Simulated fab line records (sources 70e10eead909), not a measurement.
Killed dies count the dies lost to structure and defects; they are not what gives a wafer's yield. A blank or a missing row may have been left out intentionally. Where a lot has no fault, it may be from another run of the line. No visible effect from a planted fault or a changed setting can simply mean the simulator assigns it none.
fab line records	flow nand_harc
record: lots: 5	wafers: 15	last_day: 33
route steps=1302 shown A_BONDPAD@1211 END@1302
lots with no fault: from the same line, run without faults
start_h: hours from the record's opening day to when the first of the lot's shown wafers began	wait_h: how many hours have passed since the lot's step before this one	" unchanged from the row above	L1.1+2: several wafers, shown together as one row	- no value present, or no start provided	* or withheld: withheld	< > ~ a bound
route shown NAME@n: names a module that has steps shown in the file, with the first one's number in the route	usual: mean/standard deviation taken from wafers without a fault	same: alike in all rows	chamber/n: place in a boat	sites: the reading at each site	_std_site: standard deviation across them	_edge_site: outer sites' mean less inner sites'	radius_mm: how far each site lies from the wafer's centre	mask NAME#n: copy n	behind: tool/chamber where the wafer was last shaped	hold: what put the lot on hold/how long, in hours/how the hold closed	device: transistor that didn't switch, given as n, p or np	end of line: tests run on the same wafers once the route is complete	a step without rows: its recipe alone	killed: count of dies lost to structure and defects at first sort (not the wafer's yield)	map: shows each die of a wafer: x if killed, . if not, _ if none is there
set.NAME: the run value of the setting; set.NAME@STEP: its run value at that earlier step	model.NAME: the simulator's own value behind a step, which no gauge read
a table for each step, a row for each wafer; lots at some steps of the route
services: the hour from which a tool's chamber was out of use, counted from the record's first day as start_h (under 0 if before that day), plus the number of hours and why
== steps ==
step: NHARC_A_BONDPAD_EBR_05
step: NHARC_A_BONDPAD_EXPOSE_06
recipe: na: 0.55	dose_mj: 36.99	mask_id: A_BPAD
step: NHARC_A_BONDPAD_PEB_07
recipe: peb_temp_c: 128	peb_time_s: 80
step: NHARC_A_BONDPAD_DEVELOP_08
recipe: time_s: 50	dev_temp_c: 22
step: NHARC_A_BONDPAD_CD_MEAS_09
recipe: target_cd_nm: 500	landing_energy_ev: 500
usual: cd_nm: 500.8/2
lot.wafer	tool	chamber	start_h	wait_h	cd_nm
L876.1	cd_sem-02	0	602.51	-	498.6
L876.2	"	0	"	"	500.8
L876.4	"	0	"	"	500.7
L882.2	cd_sem-01	0	656.30	-	499.4
L882.3	"	0	"	"	498.2
L882.5	"	0	"	"	500.8
L884.1	cd_sem-03	0	676.98	-	500.9
L884.2	"	0	"	"	501.6
L884.4	"	0	"	"	500.9
L891.1	cd_sem-01	0	754.43	-	497.0
L891.4	"	0	"	"	497.6
L891.6	"	0	"	"	500.8
L892.1	cd_sem-01	0	755.40	-	504.4
L892.2	"	0	"	"	503.3
L892.6	"	0	"	"	502.1
step: NHARC_A_BONDPAD_OVL_MEAS_35
usual: overlay_x_nm: -4/4.8	overlay_y_nm: 0/6.1
lot.wafer	tool	chamber	start_h	wait_h	overlay_x_nm	overlay_y_nm
L876.1	overlay-02	-	602.59	-	-5	4
L876.2	"	-	"	"	-5	4
L876.4	"	-	"	"	-5	4
L882.2	overlay-02	-	656.39	-	-1	0
L882.3	"	-	"	"	-1	0
L882.5	"	-	"	"	-1	1
L884.1	overlay-02	-	677.07	-	-2	1
L884.2	"	-	"	"	-2	0
L884.4	"	-	"	"	-1	0
L891.1	overlay-02	-	754.52	-	-3	-2
L891.4	"	-	"	"	-2	-2
L891.6	"	-	"	"	-2	-2
L892.1	overlay-02	-	755.49	-	-10	-8
L892.2	"	-	"	"	-10	-7
L892.6	"	-	"	"	-10	-7
step: NHARC_A_BONDPAD_HARDBAKE_10
recipe: temp_c: 118	time_s: 65
step: NHARC_A_BONDPAD_DESCUM_11
recipe: time_s: 3	o2_flow_sccm: 200	ar_flow_sccm: 0	bias_power_w: 0	chemistry: O2
usual: chamber_pressure_mTorr: 60.00/0.052	drypump_motor_current_A: 5.6/0.52	oes_product_au: 0.998/0.0098	rf_vpp_V: 57.7/0.83	showerhead_plenum_p_Torr: 1.87/0.084	throttle_valve_pct: 11.311/0.01
same: bias_power_w: 0	time_s: 3
lot.wafer	tool	chamber	start_h	wait_h	chamber_pressure_mTorr	drypump_motor_current_A	oes_product_au	rf_hours_counter_h	rf_vpp_V	showerhead_plenum_p_Torr	throttle_valve_pct
L876.1	rie_diel-09	1	602.72	-	60.00	5.6	1.006	2	58.0	1.80	11.316
L876.2	"	2	"	"	59.89	4.9	1.007	2	57.1	1.82	11.318
L876.4	"	1	"	"	60.08	5.6	1.006	-	58.0	1.80	11.295
L882.2	rie_diel-09	1	656.53	-	60.06	5.6	1.002	4	58.2	1.80	11.304
L882.3	"	2	"	"	59.98	4.9	1.009	-	57.3	1.82	11.316
L882.5	"	2	"	"	60.09	4.9	1.006	-	57.4	1.82	11.323
L884.1	rie_diel-03	1	677.20	-	59.94	5.3	0.986	9	56.2	1.94	11.310
L884.2	"	2	"	"	60.03	6.1	1.003	10	56.2	1.77	11.327
L884.4	"	0	"	"	60.03	5.5	1.011	10	58.1	1.82	11.296
L891.1	rie_diel-10	2	754.66	-	59.97	5.7	1.007	25	57.4	2.02	11.320
L891.4	"	1	"	"	59.97	6.5	0.987	-	57.4	1.94	11.299
L891.6	"	3	"	"	60.11	6.6	1.016	-	57.4	1.88	11.312
L892.1	rie_diel-09	0	755.61	-	60.05	6.3	0.998	2	57.9	2.03	11.297
L892.2	"	2	"	"	60.09	4.9	1.011	4	57.7	1.81	11.305
L892.6	"	3	"	"	59.96	5.8	0.979	-	57.5	1.83	11.309
step: NHARC_A_BONDPAD_ETCH_34
recipe: target_depth_a: 600	overetch_a: 180	time_s: 65.91	ion_energy_ev: 200	n2_flow_sccm: 150	h2_flow_sccm: 150	ar_flow_sccm: 0	rf_w: 400	bias_w: 150	chemistry: N2/H2
usual: chamber_pressure_mTorr: 30.000/0.03	drypump_motor_current_A: 5.6/0.53	oes_product_au: 0.998/0.0095	rf_fwd_power_W: 396.6/1.4	rf_vpp_V: 429.1/2.6	showerhead_plenum_p_Torr: 1.99/0.09	throttle_valve_pct: 14.172/0.01
same: time_s: 65.91
lot.wafer	tool	chamber	start_h	wait_h	chamber_pressure_mTorr	drypump_motor_current_A	oes_product_au	rf_fwd_power_W	rf_hours_counter_h	rf_vpp_V	showerhead_plenum_p_Torr	throttle_valve_pct
L876.2	rie_diel-09	1	602.83	0.1	29.979	5.6	1.015	396.9	2	426.7	1.91	14.169
L876.1	"	2	"	"	30.036	4.9	1.011	396.8	2	427.0	1.93	14.164
L876.4	"	1	"	"	30.002	5.6	1.009	395.1	-	426.0	1.91	14.165
L882.2	rie_diel-09	2	656.65	0.1	29.998	4.9	1.001	396.1	4	427.7	1.93	14.184
L882.3	"	2	"	"	29.999	4.9	1.002	396.9	-	428.5	1.93	14.188
L882.5	"	2	"	"	29.976	4.9	1.011	396.2	-	427.0	1.93	14.161
L884.2	rie_diel-03	2	677.28	0.1	30.016	6.1	1.010	397.0	10	425.3	1.88	14.171
L884.4	"	3	"	"	29.962	5.3	0.990	395.6	10	434.4	2.17	14.186
L884.1	"	1	"	"	29.964	5.3	0.995	395.4	9	430.0	2.07	14.186
L891.1	rie_diel-10	1	754.77	0.1	30.029	6.5	0.983	395.6	23	430.7	2.07	14.166
L891.6	"	3	"	"	30.001	6.6	1.005	395.6	-	429.0	2.00	14.172
L891.4	"	1	"	"	29.973	6.5	0.980	395.7	-	431.4	2.07	14.165
L892.2	rie_diel-09	2	755.83	0.2	29.985	4.9	1.002	396.1	5	427.6	1.93	14.179
L892.1	"	0	"	"	29.978	6.3	1.001	397.0	2	433.6	2.17	14.175
L892.6	"	2	"	"	29.984	4.9	1.017	395.6	-	428.6	1.93	14.178
step: NHARC_A_BONDPAD_ETCH_12
recipe: target_depth_a: 2200	time_s: 110	chf3_flow_sccm: 50	o2_flow_sccm: 10	ar_flow_sccm: 200	rf_w: 500	bias_w: 200	chemistry: CHF3/O2
usual: chamber_pressure_mTorr: 25.000/0.023	drypump_motor_current_A: 5.6/0.52	oes_product_au: 0.941/0.021	rf_fwd_power_W: 497.2/1.5	rf_vpp_V: 369.3/2.3	showerhead_plenum_p_Torr: 2.34/0.1	throttle_valve_pct: 20.573/0.0087
same: time_s: 110
lot.wafer	tool	chamber	start_h	wait_h	chamber_pressure_mTorr	drypump_motor_current_A	oes_product_au	rf_fwd_power_W	rf_hours_counter_h	rf_vpp_V	showerhead_plenum_p_Torr	throttle_valve_pct
L876.2	rie_diel-09	2	-	-	24.980	4.9	0.940	498.7	2	368.3	2.29	20.572
L876.1	"	3	"	"	24.987	5.8	0.928	496.8	2	367.5	2.30	20.561
L876.4	"	1	"	"	24.965	5.6	0.923	498.7	-	368.8	2.26	20.576
L882.2	rie_diel-09	2	656.80	0.1	24.960	4.9	0.952	495.3	4	367.3	2.28	20.568
L882.3	"	2	"	"	25.016	4.9	0.952	496.6	-	368.0	2.29	20.574
L882.5	"	1	"	"	25.002	5.6	0.949	497.5	-	367.4	2.26	20.577
L884.4	rie_diel-03	2	-	-	25.030	6.1	0.918	498.6	10	367.2	2.23	20.588
L884.2	"	0	"	"	25.027	5.5	0.935	499.4	10	367.7	2.29	20.572
L884.1	"	1	"	"	24.986	5.3	0.922	496.1	9	371.6	2.44	20.578
L891.1	rie_diel-10	2	-	-	25.042	5.8	0.927	499.7	25	372.9	2.53	20.570
L891.4	"	1	"	"	25.015	6.5	0.907	496.0	-	372.9	2.44	20.579
L891.6	"	2	"	"	24.977	5.8	0.925	500.4	-	374.7	2.53	20.591
L892.2	rie_diel-09	2	-	-	25.050	4.9	0.944	497.4	5	368.0	2.28	20.569
L892.1	"	3	"	"	25.015	5.8	0.910	497.4	3	368.2	2.30	20.560
L892.6	"	3	"	"	24.988	5.8	0.919	499.1	-	368.6	2.30	20.560
step: NHARC_A_BONDPAD_CD_MEAS_13
usual: cd_nm: 499.9/2.1
lot.wafer	tool	chamber	start_h	wait_h	cd_nm
L876.1	cd_sem-03	-	603.08	-	497.1
L876.2	"	-	"	"	499.7
L876.4	"	-	"	"	499.9
L882.2	cd_sem-03	-	656.98	-	498.3
L882.3	"	-	"	"	497.4
L882.5	"	-	"	"	499.6
L884.1	cd_sem-03	-	677.51	-	500.0
L884.2	"	-	"	"	500.9
L884.4	"	-	"	"	500.1
L891.1	cd_sem-01	-	755.01	-	495.8
L891.4	"	-	"	"	497.1
L891.6	"	-	"	"	498.8
L892.1	cd_sem-01	-	756.10	-	503.4
L892.2	"	-	"	"	502.2
L892.6	"	-	"	"	500.8
step: NHARC_A_BONDPAD_STRIP_15
recipe: o2_flow_sccm: 500	ar_flow_sccm: 0	bias_w: 0	chemistry: O2
usual: chamber_pressure_mTorr: 60.01/0.054	drypump_motor_current_A: 5.7/0.54	oes_product_au: 0.998/0.01	rf_vpp_V: 57.8/0.85	showerhead_plenum_p_Torr: 3.50/0.15	throttle_valve_pct: 17.037/0.01
lot.wafer	tool	chamber	start_h	wait_h	chamber_pressure_mTorr	drypump_motor_current_A	oes_product_au	rf_hours_counter_h	rf_vpp_V	showerhead_plenum_p_Torr	throttle_valve_pct
L876.2	rie_diel-09	2	603.16	0.1	60.02	4.9	1.006	2	58.0	3.36	17.018
L876.1	"	1	"	"	60.01	5.6	1.000	2	58.0	3.33	17.044
L876.4	"	1	"	"	60.00	5.7	0.997	-	57.3	3.33	17.043
L882.3	rie_diel-10	1	657.05	0.1	59.98	6.5	0.982	9	59.8	3.59	17.038
L882.2	"	3	"	"	59.99	6.5	0.992	8	58.4	3.47	17.029
L882.5	"	1	"	"	59.89	6.5	0.980	-	57.2	3.59	17.040
L884.2	rie_diel-10	3	677.59	0.1	60.03	6.6	1.002	10	57.9	3.47	17.035
L884.1	"	0	"	"	60.03	5.3	1.004	11	58.2	3.54	17.028
L884.4	"	2	"	"	59.96	5.8	0.993	13	59.9	3.72	17.032
L891.1	rie_diel-10	1	755.08	0.1	59.99	6.5	0.974	23	58.7	3.58	17.024
L891.4	"	2	"	"	60.05	5.8	1.005	-	57.9	3.71	17.026
L891.6	"	3	"	"	60.05	6.6	1.013	-	57.5	3.46	17.045
L892.2	rie_diel-03	1	756.18	0.1	59.93	5.3	0.974	38	57.7	3.56	17.052
L892.1	"	0	"	"	59.93	5.5	0.994	38	55.1	3.35	17.018
L892.6	"	1	"	"	60.07	5.3	0.977	-	57.9	3.56	17.028
step: NHARC_A_BONDPAD_ETCH_24
recipe: target_depth_a: 300	over_etch_frac: 0.3	time_s: 72.99	ion_energy_ev: 150	cf4_flow_sccm: 50	n2_flow_sccm: 100	ar_flow_sccm: 150	rf_w: 300	bias_w: 100	chemistry: CF4/N2
usual: chamber_pressure_mTorr: 30.00/0.041	drypump_motor_current_A: 5.7/0.53	oes_product_au: 0.996/0.0093	rf_fwd_power_W: 297.6/1.1	rf_vpp_V: 313.7/2.1	showerhead_plenum_p_Torr: 2.61/0.11	throttle_valve_pct: 19.794/0.0096
same: time_s: 72.99
lot.wafer	tool	chamber	start_h	wait_h	chamber_pressure_mTorr	drypump_motor_current_A	oes_product_au	rf_fwd_power_W	rf_hours_counter_h	rf_vpp_V	showerhead_plenum_p_Torr	throttle_valve_pct
L876.1	rie_diel-09	1	603.34	0.1	30.00	5.6	1.016	297.6	2	311.9	2.48	19.781
L876.2	"	2	"	"	29.97	4.9	1.007	296.6	2	312.6	2.50	19.790
L876.4	"	1	"	"	30.04	5.6	1.008	296.3	-	311.1	2.48	19.778
L882.2	rie_diel-10	0	657.21	-	30.05	5.3	0.999	297.2	10	314.3	2.64	19.802
L882.3	"	1	"	"	30.06	6.5	0.982	296.1	9	314.5	2.67	19.801
L882.5	"	2	"	"	30.02	5.8	0.995	298.3	-	316.3	2.77	19.799
L884.2	rie_diel-10	3	677.74	-	30.03	6.6	0.907	249.4	10	313.2	2.58	19.799
L884.1	"	0	"	"	29.98	5.3	0.997	296.6	11	315.7	2.64	19.785
L884.4	"	1	"	"	29.97	6.5	0.986	296.6	11	313.8	2.67	19.790
L891.1	rie_diel-10	1	755.28	0.2	29.98	6.5	0.981	297.3	23	313.6	2.66	19.794
L891.6	"	3	"	"	30.02	6.5	1.004	297.3	-	313.5	2.58	19.799
L891.4	"	1	"	"	29.98	6.5	0.975	295.8	-	315.6	2.66	19.799
L892.2	rie_diel-03	2	756.33	-	29.99	6.1	0.989	298.6	37	309.8	2.43	19.789
L892.1	"	3	"	"	30.06	5.3	0.993	298.0	36	316.8	2.77	19.786
L892.6	"	3	"	"	30.01	5.3	1.002	298.8	-	318.0	2.77	19.799
step: NHARC_A_BONDPAD_STRIP_16
recipe: time_s: 600	temp_c: 30	chemistry: post_etch_residue_remover
step: NHARC_END_SORT_01
recipe: temp_c: 25
usual: defect_limited_yield: 91.6/2.5	killed_at_array: 52/18	killed_at_other: 1.2/1.5	killed_at_periphery: 4/3.2	killed_dies: 57/17	killed_open: 3.1/1.9	killed_short: 2.5/1.7	sort_bin_2_pct: 3.0/1.1	sort_bin_3_pct: 0.6/0.36	sort_bin_4_pct: 4.9/1.5	sort_n_pass: 620/17	sort_rim_yield_pct: 91/3.8	sort_yield_pct: 91.6/2.5
same: gross_dies: 677	sort_bin_5_pct[%]: 0	sort_bin_6_pct[%]: 0	sort_bin_7_pct[%]: 0	sort_bin_8_pct[%]: 0	sort_rim_n_gross: 106.00
lot.wafer	tool	chamber	start_h	wait_h	defect_limited_yield[%]	killed_at_array	killed_at_other	killed_at_periphery	killed_dies	killed_open	killed_short	sort_bin_2_pct[%]	sort_bin_3_pct[%]	sort_bin_4_pct[%]	sort_n_pass	sort_rim_yield_pct[%]	sort_yield_pct[%]
L876.1	prober-02	0	633.19	2.5	91.0	55	0	6	61	1	6	3.5	0.3	5.2	616	88	91.0
L876.2	prober-02	0	634.00	2.8	90.1	57	1	9	67	5	2	3.4	0.4	6.1	610	84	90.1
L876.4	prober-02	0	635.62	3.4	92.5	40	0	11	51	3	2	2.7	0.7	4.1	626	93	92.5
L882.2	prober-01	0	686.31	2.8	93.9	28	0	13	41	2	2	1.9	0.4	3.7	636	93	93.9
L882.3	prober-01	0	687.11	3.1	94.5	23	0	14	37	2	3	2.1	0.6	2.8	640	98	94.5
L882.5	prober-01	0	688.72	3.7	93.9	27	1	13	41	3	2	1.8	0.1	4.1	636	95	93.9
L884.1	prober-02	0	707.18	2.5	94.1	34	1	5	40	6	2	2.2	0.7	3.0	637	96	94.1
L884.2	prober-02	0	707.98	2.8	92.3	48	1	3	52	3	5	2.5	0.6	4.6	625	90	92.3
L884.4	prober-02	0	709.57	3.4	93.2	39	1	6	46	3	1	2.5	0.6	3.7	631	96	93.2
L891.1	prober-01	0	785.32	2.5	94.4	31	4	3	38	4	1	2.1	0.3	3.2	639	94	94.4
L891.4	prober-01	0	787.76	3.5	96.0	19	2	6	27	2	2	1.3	0	2.7	650	93	96.0
L891.6	prober-01	0	789.39	4.1	94.4	27	7	4	38	4	4	1.9	0.3	3.4	639	92	94.4
L892.1	prober-02	0	789.36	2.5	93.2	44	0	2	46	1	3	2.4	0.3	4.1	631	99	93.2
L892.2	prober-02	0	790.16	2.8	92.9	44	1	3	48	4	5	3.0	0.6	3.5	629	89	92.9
L892.6	prober-02	0	793.35	4.0	92.8	46	0	3	49	8	1	2.7	0.7	3.8	628	91	92.8
killed by level:class
L876.1 A_SLIT:chamber_film_flake=27 A_CHANNEL_HOLE_D2:chamber_film_flake=8 A_WL_FILL:chamber_film_flake=4 P_BONDPAD:chamber_film_flake=3 A_CHANNEL_HOLE_D1:chamber_film_flake=3 A_CHANNEL_FILL_D1:geometric_particle:short=2 A_STAIRCASE:chamber_film_flake=2 A_M0:chamber_film_flake=2
L876.2 A_SLIT:chamber_film_flake=29 A_CHANNEL_HOLE_D2:chamber_film_flake=9 P_BONDPAD:chamber_film_flake=5 A_CONTACT:chamber_film_flake=4 A_WL_FILL:chamber_film_flake=4 A_CHANNEL_HOLE_D1:chamber_film_flake=3 A_CHANNEL_FILL_D1:geometric_particle:open=2 P_M1:chamber_film_flake=2
L876.4 A_SLIT:chamber_film_flake=24 A_CHANNEL_HOLE_D2:chamber_film_flake=6 P_BONDPAD:chamber_film_flake=5 P_M1:chamber_film_flake=3 A_CHANNEL_HOLE_D1:chamber_film_flake=2 A_M0:chamber_film_flake=2 P_CONTACT:geometric_particle:open=1 P_M0:geometric_particle:open=1
L882.2 A_CHANNEL_HOLE_D1:chamber_film_flake=10 P_GATE:chamber_film_flake=4 P_M0:chamber_film_flake=4 A_WL_FILL:chamber_film_flake=4 A_SLIT:chamber_film_flake=3 P_BONDPAD:chamber_film_flake=3 A_DECK1_JOINT:chamber_film_flake=3 A_CONTACT:chamber_film_flake=2
L882.3 A_CHANNEL_HOLE_D1:chamber_film_flake=9 P_ZERO_WELL:chamber_film_flake=3 P_GATE:chamber_film_flake=3 P_M0:chamber_film_flake=3 A_SLIT:chamber_film_flake=3 A_CONTACT:chamber_film_flake=3 P_BONDPAD:chamber_film_flake=2 A_DECK1_JOINT:chamber_film_flake=2
L882.5 A_CHANNEL_HOLE_D1:chamber_film_flake=12 P_STI:chamber_film_flake=4 P_BONDPAD:chamber_film_flake=4 A_SLIT:chamber_film_flake=4 P_GATE:chamber_film_flake=3 A_CONTACT:chamber_film_flake=3 A_M0:geometric_particle:open=2 P_M0:chamber_film_flake=2
L884.1 A_CHANNEL_HOLE_D2:chamber_film_flake=17 A_SLIT:chamber_film_flake=4 A_CONTACT:chamber_film_flake=4 A_CHANNEL_HOLE_D1:chamber_film_flake=3 P_GATE:geometric_particle:open=1 P_CONTACT:geometric_particle:open=1 P_M0:geometric_particle:open=1 A_SOURCE_PLATE:geometric_particle:open=1
L884.2 A_CHANNEL_HOLE_D2:chamber_film_flake=30 A_CONTACT:chamber_film_flake=6 A_SLIT:chamber_film_flake=3 A_CHANNEL_HOLE_D1:chamber_film_flake=2 P_STI:geometric_particle:short=1 P_M0:geometric_particle:open=1 A_ONON_D1:geometric_particle:open=1 A_ONON_D1:geometric_particle:short=1
L884.4 A_CHANNEL_HOLE_D2:chamber_film_flake=20 A_CHANNEL_HOLE_D1:chamber_film_flake=8 A_SLIT:chamber_film_flake=5 P_STI:chamber_film_flake=2 P_GATE:geometric_particle:open=1 A_CHANNEL_HOLE_D2:geometric_particle:short=1 A_SGD_CUT:geometric_particle:open=1 A_M1:geometric_particle:open=1
L891.1 A_SLIT:chamber_film_flake=19 A_CONTACT:chamber_film_flake=5 THIN_TSV:chamber_film_flake=4 P_M1:chamber_film_flake=2 A_DECK1_JOINT:geometric_particle:open=1 A_DECK1_JOINT:geometric_particle:short=1 A_ONON_D2:geometric_particle:open=1 A_CONTACT:geometric_particle:open=1
L891.4 A_CONTACT:chamber_film_flake=8 P_M1:chamber_film_flake=4 A_SLIT:chamber_film_flake=3 A_CHANNEL_HOLE_D2:chamber_film_flake=2 A_STAIRCASE:chamber_film_flake=2 THIN_TSV:chamber_film_flake=2 P_CONTACT:geometric_particle:short=1 A_CHANNEL_FILL_D1:geometric_particle:short=1
L892.1 A_SLIT:chamber_film_flake=29 A_CHANNEL_HOLE_D1:chamber_film_flake=8 A_STAIRCASE:chamber_film_flake=2 A_ONON_D1:geometric_particle:short=1 A_SGD_CUT:geometric_particle:short=1 A_SLIT:geometric_particle:open=1 A_WL_FILL:geometric_particle:short=1 P_STI:chamber_film_flake=1
L891.6 A_SLIT:chamber_film_flake=12 THIN_TSV:chamber_film_flake=7 P_M1:chamber_film_flake=3 A_CONTACT:chamber_film_flake=3 A_CHANNEL_FILL_D1:geometric_particle:short=2 A_DECK1_JOINT:chamber_film_flake=2 A_STAIRCASE:chamber_film_flake=2 P_CONTACT:geometric_particle:short=1
L892.2 A_SLIT:chamber_film_flake=18 A_CHANNEL_HOLE_D1:chamber_film_flake=12 A_STAIRCASE:chamber_film_flake=3 A_CONTACT:chamber_film_flake=3 P_CONTACT:geometric_particle:open=2 A_CHANNEL_FILL_D1:geometric_particle:short=2 A_CHANNEL_FILL_D1:geometric_particle:open=1 A_DECK1_JOINT:geometric_particle:open=1
L892.6 A_SLIT:chamber_film_flake=29 A_CHANNEL_HOLE_D1:chamber_film_flake=7 P_M0:geometric_particle:open=3 A_ONON_D1:geometric_particle:open=2 A_CHANNEL_HOLE_D2:chamber_film_flake=2 A_SOURCE_PLATE:geometric_particle:open=1 A_CHANNEL_HOLE_D1:geometric_particle:short=1 A_ONON_D2:geometric_particle:open=1
== services ==
tool	chamber	start_h	hours	kind
rie_diel-09	0	579.60	-	clean
rie_diel-09	1	579.60	-	clean
rie_diel-09	2	579.60	-	clean
rie_diel-09	3	579.60	-	clean
rie_diel-09	0	590.65	132.0	repair
rie_diel-10	3	596.81	1.9	repair
rie_diel-10	-	596.95	9.0	pm
rie_diel-09	1	604.10	-	clean
rie_diel-09	2	604.10	-	clean
rie_diel-09	3	604.10	-	clean
rie_diel-03	2	625.40	19.0	repair
rie_diel-09	1	628.64	-	clean
rie_diel-09	2	628.64	-	clean
rie_diel-03	-	638.04	9.0	pm
rie_diel-10	-	641.96	0.8	repair
rie_diel-09	3	644.36	2.8	repair
rie_diel-10	1	648.03	4.8	repair
rie_diel-09	3	649.36	9.7	repair
rie_diel-10	3	651.17	4.0	repair
rie_diel-09	-	674.10	9.0	pm
rie_diel-09	1	687.77	108.4	repair
rie_diel-09	3	701.16	8.6	repair
rie_diel-10	1	737.59	4.1	repair
rie_diel-10	0	752.75	6.8	repair
== key ==
first_sign: step: NHARC_A_BONDPAD_ETCH_24	reading: rf_fwd_power_W	direction: down	sigmas: 44	usual: *	struck: *
effect: step: NHARC_A_BONDPAD_ETCH_24	reading: oes_product_au	direction: down	sigmas: 9.6	usual: 0.996	struck: 0.907
met_at NHARC_A_BONDPAD_ETCH_24
struck_wafers L884.2
fault: kind: process_parameter_drift	tool: rie_diel-10	chamber: 3	onset_h: 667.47	steps: NHARC_A_BONDPAD_ETCH_24	channel: rf_w	offset: *	shape: step	end_h: 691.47	acts_in: *	stated: *
